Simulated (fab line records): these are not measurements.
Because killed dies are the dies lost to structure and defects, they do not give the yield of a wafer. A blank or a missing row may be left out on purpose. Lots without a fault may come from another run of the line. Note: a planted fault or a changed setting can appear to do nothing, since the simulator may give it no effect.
fab line records    flow nand-harc    part 2 of 2: steps 5 to 6 of 6
record lots=19  wafers=57  last-day=24
route steps=1159 shown A_STAIRCASE@566
lots that met no fault: from a run of the same line without faults
start-h: hours from the record's first day to the start of the lot's first wafer shown    wait-h: hours elapsed since this lot's preceding step    " identical to the entry in the row above    L1.1+2: a row that stands for several wafers    - no value present, or no start provided    * or withheld: withheld    < > ~ a bound
route shown NAME@n: a module of which the file shows steps, and the number in the route of the first    usual: mean and standard deviation over wafers with no fault    same: alike in all rows    chamber/n: place in a boat    sites: readings site by site    _std_site: their standard deviation    _edge_site: outer sites' mean less inner sites'    radius-mm: for every site, how far away it sits from the centre of the wafer    mask NAME#n: copy n    behind: the tool/chamber that last shaped the wafer    hold: the reason the lot was held/the length of the hold in hours/how it ended    device: whichever transistor did not switch (one of n, p or np)    end of line: at the end of the route, the tests of the same wafers    where a step has no rows: the recipe by itself    killed: count of dies lost to structure and defects at first sort (not the wafer's yield)    map: the dies of a wafer, with x for killed, . for not killed, _ for no die there
set.NAME: the setting the step ran with; set.NAME@STEP: the setting that earlier step ran with    model.NAME: the simulator's own value behind a step, which no gauge read
the route's steps for a sample of lots (tables are steps, rows are wafers)
services: from which hour (start-h, from the record's first day; less than 0 if before it) a tool's chamber was out of use, for how many hours, and why
## steps
# step NHARC_A_STAIRCASE_TRIM_231
# recipe time-s=211.2  o2-flow-sccm=500  ar-flow-sccm=0  bias-w=0  chemistry=O2
# usual drypump-motor-current-A=5.6/0.48  mfc-ar-sccm=0.005/0.0089  oes-product-au=0.995/0.0077  rf-vpp-V=57.9/0.91  showerhead-plenum-p-Torr=3.53/0.12  throttle-valve-pct=17.037/0.0094
# same bias-w=0
lot.wafer  tool         chamber  start-h  wait-h  drypump-motor-current-A  mfc-ar-sccm  oes-product-au  rf-hours-counter-h  rf-vpp-V  showerhead-plenum-p-Torr  throttle-valve-pct
L074.2     rie-diel-05  1        -        -       6.5                      0.006        0.985           28                  57.3      3.39                      17.040
L074.6     "            3        "        "       5.0                      0            0.992           -                   57.9      3.63                      17.047
L074.5     "            0        "        "       5.3                      0            0.985           -                   58.1      3.41                      17.041
L077.3     rie-diel-04  3        -        -       5.8                      0.021        1.008           53                  58.7      3.64                      17.041
L077.4     "            0        "        "       5.4                      0            1.009           51                  58.6      3.43                      17.045
L077.1     "            1        "        "       5.6                      0            1.010           50                  58.3      3.78                      17.046
L076.1     rie-diel-05  0        -        -       5.3                      0            1.004           33                  57.7      3.41                      17.034
L076.2     "            2        "        "       5.7                      0            0.986           31                  57.5      3.52                      17.037
L076.5     "            3        "        "       5.0                      0            0.985           -                   58.8      3.62                      17.043
L080.4     rie-diel-02  2        -        -       6.2                      0.012        0.998           50                  56.5      3.69                      17.043
L080.3     "            3        "        "       4.9                      0            1.008           48                  58.1      3.50                      17.031
L080.5     "            3        "        "       4.9                      0            1.011           -                   56.2      3.50                      17.041
L079.2     rie-diel-02  0        -        -       5.7                      0.016        0.997           48                  59.2      3.72                      17.034
L079.6     "            0        "        "       5.7                      0.016        0.997           -                   58.6      3.72                      17.036
L079.5     "            1        "        "       5.9                      0.032        0.987           -                   56.9      3.50                      17.032
L081.4     rie-diel-02  2        -        -       6.2                      0.012        0.995           57                  58.0      3.68                      17.063
L081.1     "            0        "        "       5.6                      0.016        0.998           54                  59.9      3.72                      17.039
L081.5     "            2        "        "       6.2                      0.012        0.990           -                   58.0      3.68                      17.036
L082.2     rie-diel-05  3        -        -       5.1                      0            0.978           42                  58.6      3.62                      17.034
L082.4     "            0        "        "       5.3                      0            0.994           45                  57.3      3.41                      17.038
L082.3     "            1        "        "       6.4                      0.006        0.991           44                  57.5      3.38                      17.044
L083.1     rie-diel-05  0        -        -       5.3                      0            0.982           47                  58.1      3.40                      17.025
L083.2     "            3        "        "       5.0                      0            0.978           45                  59.2      3.62                      17.023
L083.6     "            1        "        "       6.5                      0.006        1.000           -                   57.7      3.38                      17.040
L084.2     rie-diel-05  0        -        -       5.3                      0            0.992           51                  58.1      3.40                      17.050
L084.4     "            2        "        "       5.6                      0            0.982           46                  56.6      3.51                      17.029
L084.5     "            3        "        "       5.1                      0            0.998           -                   59.3      3.61                      17.026
L086.2     rie-diel-02  3        -        -       4.9                      0            1.007           66                  58.5      3.49                      17.044
L086.6     "            3        "        "       4.9                      0            1.007           -                   56.8      3.49                      17.047
L086.5     "            0        "        "       5.7                      0.016        1.002           -                   57.5      3.71                      17.043
L087.1     rie-diel-02  2        -        -       6.3                      0.012        0.996           66                  58.0      3.68                      17.034
L087.4     "            3        "        "       4.9                      0            1.001           67                  58.3      3.49                      17.040
L087.2     "            1        "        "       5.8                      0.032        0.989           61                  57.0      3.49                      17.024
L085.4     rie-diel-05  1        -        -       6.4                      0.006        0.987           55                  56.7      3.37                      17.018
L085.1     "            2        "        "       5.7                      0            0.985           52                  57.6      3.51                      17.023
L085.6     "            0        "        "       5.3                      0            0.993           -                   59.4      3.40                      17.019
L089.3     rie-diel-05  3        -        -       5.0                      0            0.989           60                  58.1      3.61                      17.037
L089.4     "            2        "        "       5.6                      0            0.996           54                  59.0      3.51                      17.039
L089.6     "            0        "        "       5.3                      0            0.985           -                   56.2      3.40                      17.038
L093.1     rie-diel-04  2        -        -       5.1                      0.006        0.992           18                  58.5      3.54                      17.038
L093.2     "            3        "        "       5.8                      0.021        0.994           18                  58.8      3.62                      17.040
L093.6     "            1        "        "       5.6                      0            0.996           -                   57.8      3.77                      17.033
L091.3     rie-diel-05  2        -        -       5.7                      0            0.993           1                   57.2      3.51                      17.032
L091.2     "            1        "        "       6.5                      0.006        0.993           2                   57.2      3.37                      17.032
L091.5     "            2        "        "       5.7                      0            0.991           -                   58.9      3.51                      17.048
L092.3     rie-diel-05  0        -        -       5.3                      0            0.993           5                   56.8      3.39                      17.030
L092.1     "            3        "        "       5.0                      0            0.999           4                   58.3      3.60                      17.031
L092.6     "            0        "        "       5.3                      0            0.992           -                   57.5      3.39                      17.029
L095.2     rie-diel-04  1        -        -       5.5                      0            0.990           21                  57.9      3.76                      17.035
L095.3     "            2        "        "       5.1                      0.006        1.003           24                  58.3      3.54                      17.035
L095.6     "            0        "        "       5.4                      0            1.000           -                   59.5      3.42                      17.047
L094.1     rie-diel-04  0        -        -       5.4                      0            1.003           22                  57.3      3.42                      17.032
L094.4     "            3        "        "       5.8                      0.021        1.009           23                  58.9      3.62                      17.026
L094.5     "            1        "        "       5.6                      0            0.995           -                   58.0      3.76                      17.044
L097.1     rie-diel-05  0        -        -       5.3                      0            0.999           15                  56.9      3.39                      17.052
L097.2     "            1        "        "       6.5                      0.006        1.006           14                  58.4      3.36                      17.032
L097.4     "            2        "        "       5.7                      0            0.995           13                  57.6      3.50                      17.031
# step NHARC_A_STAIRCASE_DESCUM_252
# recipe time-s=3  o2-flow-sccm=200  ar-flow-sccm=0  bias-power-w=0  chemistry=O2
# usual drypump-motor-current-A=5.6/0.49  mfc-ar-sccm=0.005/0.0083  oes-product-au=0.994/0.0078  rf-vpp-V=57.7/0.84  showerhead-plenum-p-Torr=1.91/0.072  throttle-valve-pct=11.311/0.0096
lot.wafer  tool         chamber  start-h  wait-h  drypump-motor-current-A  mfc-ar-sccm  oes-product-au  rf-hours-counter-h  rf-vpp-V  showerhead-plenum-p-Torr  throttle-valve-pct
L074.2     rie-diel-05  1        253.38   -       6.5                      0.006        0.983           28                  58.0      1.83                      11.306
L074.6     "            3        "        "       5.0                      0            0.985           -                   56.9      1.97                      11.329
L074.5     "            0        "        "       5.3                      0            0.986           -                   58.3      1.85                      11.319
L077.1     rie-diel-04  0        263.11   -       5.4                      0            1.005           52                  57.3      1.86                      11.302
L077.4     "            1        "        "       5.5                      0            0.998           51                  58.0      2.06                      11.319
L077.3     "            2        "        "       5.1                      0.006        0.995           54                  58.1      1.93                      11.313
L076.2     rie-diel-05  1        263.46   -       6.5                      0.006        0.990           32                  57.5      1.83                      11.309
L076.1     "            0        "        "       5.3                      0            0.988           34                  57.5      1.84                      11.322
L076.5     "            1        "        "       6.5                      0.006        0.993           -                   58.7      1.83                      11.320
L080.4     rie-diel-02  0        287.60   -       5.6                      0.016        0.990           48                  57.1      2.03                      11.314
L080.3     "            2        "        "       6.2                      0.012        0.994           51                  57.7      2.01                      11.319
L080.5     "            3        "        "       4.9                      0            1.004           -                   56.9      1.90                      11.311
L079.2     rie-diel-05  0        292.37   -       5.3                      0            0.996           41                  57.5      1.84                      11.300
L079.5     "            3        "        "       5.0                      0            0.995           -                   58.7      1.97                      11.317
L079.6     "            0        "        "       5.3                      0            0.994           -                   55.4      1.84                      11.304
L082.4     rie-diel-05  0        304.86   -       5.3                      0            0.996           47                  56.6      1.84                      11.333
L082.2     "            2        "        "       5.7                      0            0.991           43                  58.0      1.90                      11.310
L082.3     "            3        "        "       5.0                      0            0.994           45                  59.3      1.96                      11.302
L081.1     rie-diel-02  3        305.26   -       4.9                      0            0.998           59                  57.6      1.89                      11.304
L081.4     "            0        "        "       5.6                      0.016        0.999           57                  57.8      2.02                      11.302
L081.5     "            1        "        "       5.8                      0.032        0.994           -                   57.1      1.89                      11.317
L083.1     rie-diel-05  0        308.00   -       5.3                      0            0.987           48                  55.9      1.84                      11.313
L083.2     "            2        "        "       5.6                      0            0.981           43                  59.3      1.90                      11.314
L083.6     "            1        "        "       6.4                      0.006        1.006           -                   57.7      1.83                      11.315
L084.2     rie-diel-05  1        317.12   -       6.5                      0.006        0.992           50                  57.5      1.83                      11.305
L084.4     "            2        "        "       5.6                      0            0.996           48                  58.5      1.90                      11.306
L084.5     "            0        "        "       5.2                      0            0.990           -                   57.2      1.84                      11.338
L086.2     rie-diel-05  2        326.36   -       5.7                      0            0.990           51                  56.0      1.90                      11.310
L086.5     "            0        "        "       5.3                      0            0.991           -                   58.4      1.84                      11.320
L086.6     "            1        "        "       6.5                      0.006        1.003           -                   57.6      1.82                      11.308
L087.2     rie-diel-05  1        327.63   -       6.5                      0.006        0.993           54                  58.1      1.82                      11.296
L087.1     "            2        "        "       5.7                      0            0.990           51                  58.9      1.90                      11.290
L087.4     "            0        "        "       5.2                      0            0.998           57                  57.4      1.84                      11.293
L085.4     rie-diel-04  1        331.71   -       5.6                      0            1.000           6                   57.5      2.06                      11.311
L085.1     "            3        "        "       5.8                      0.021        1.003           7                   57.9      1.97                      11.306
L085.6     "            2        "        "       5.1                      0.006        0.986           -                   56.6      1.92                      11.305
L089.3     rie-diel-02  2        341.22   -       6.2                      0.012        0.991           1                   57.9      2.00                      11.311
L089.4     "            1        "        "       5.8                      0.032        0.984           1                   58.0      1.89                      11.310
L089.6     "            3        "        "       4.9                      0            1.003           -                   56.2      1.89                      11.324
L093.2     rie-diel-05  3        355.10   -       5.0                      0            0.993           3                   57.3      1.96                      11.306
L093.1     "            0        "        "       5.2                      0            0.998           3                   58.0      1.83                      11.303
L093.6     "            3        "        "       5.0                      0            0.985           -                   57.4      1.96                      11.315
L091.3     rie-diel-02  0        357.35   -       5.6                      0.016        0.993           12                  58.6      2.02                      11.305
L091.2     "            1        "        "       5.8                      0.032        1.013           11                  58.2      1.89                      11.306
L091.5     "            3        "        "       4.9                      0            0.999           -                   58.8      1.89                      11.319
L092.1     rie-diel-05  0        360.70   -       5.3                      0            0.990           6                   59.0      1.83                      11.311
L092.3     "            2        "        "       5.6                      0            0.990           4                   58.2      1.90                      11.308
L092.6     "            3        "        "       5.0                      0            0.987           -                   57.8      1.96                      11.313
L095.2     rie-diel-04  1        368.31   -       5.6                      0            1.001           23                  58.2      2.05                      11.314
L095.3     "            3        "        "       5.7                      0.021        1.022           24                  57.2      1.97                      11.312
L095.6     "            2        "        "       5.1                      0.006        1.004           -                   58.0      1.92                      11.312
L094.1     rie-diel-05  1        369.63   -       6.5                      0.006        0.995           8                   57.7      1.82                      11.306
L094.4     "            2        "        "       5.6                      0            0.991           6                   57.4      1.90                      11.314
L094.5     "            3        "        "       5.0                      0            0.985           -                   56.9      1.96                      11.324
L097.1     rie-diel-04  0        387.31   -       5.4                      0            1.008           32                  57.3      1.85                      11.306
L097.4     "            1        "        "       5.6                      0            1.003           31                  57.8      2.05                      11.302
L097.2     "            2        "        "       5.1                      0.006        1.005           33                  59.0      1.92                      11.308
## services
tool             chamber  start-h  hours  kind
rie-diel-05      0        221.81   -      clean
rie-diel-05      1        221.81   -      clean
rie-diel-05      2        221.81   -      clean
rie-diel-05      3        221.81   -      clean
rie-diel-05      0        246.36   -      clean
rie-diel-05      1        246.36   -      clean
rie-diel-05      2        246.36   -      clean
rie-diel-05      3        246.36   -      clean
rie-diel-02      -        268.13   0.7    repair
rie-diel-05      0        270.88   -      clean
rie-diel-05      1        270.88   -      clean
rie-diel-05      2        270.88   -      clean
rie-diel-05      3        270.88   -      clean
plasma-asher-02  -        273.06   40.6   repair
plasma-asher-01  -        276.38   9.0    pm
rie-diel-02      -        281.04   0.8    repair
rie-diel-04      -        289.09   9.0    pm
rie-diel-04      -        314.14   16.1   repair
rie-diel-02      -        328.27   9.0    pm
rie-diel-05      -        340.68   9.0    pm
rie-diel-04      1        359.93   2.0    repair
plasma-asher-02  -        360.11   9.0    pm
rie-diel-02      3        366.58   10.0   repair
plasma-asher-01  -        374.16   0.9    repair
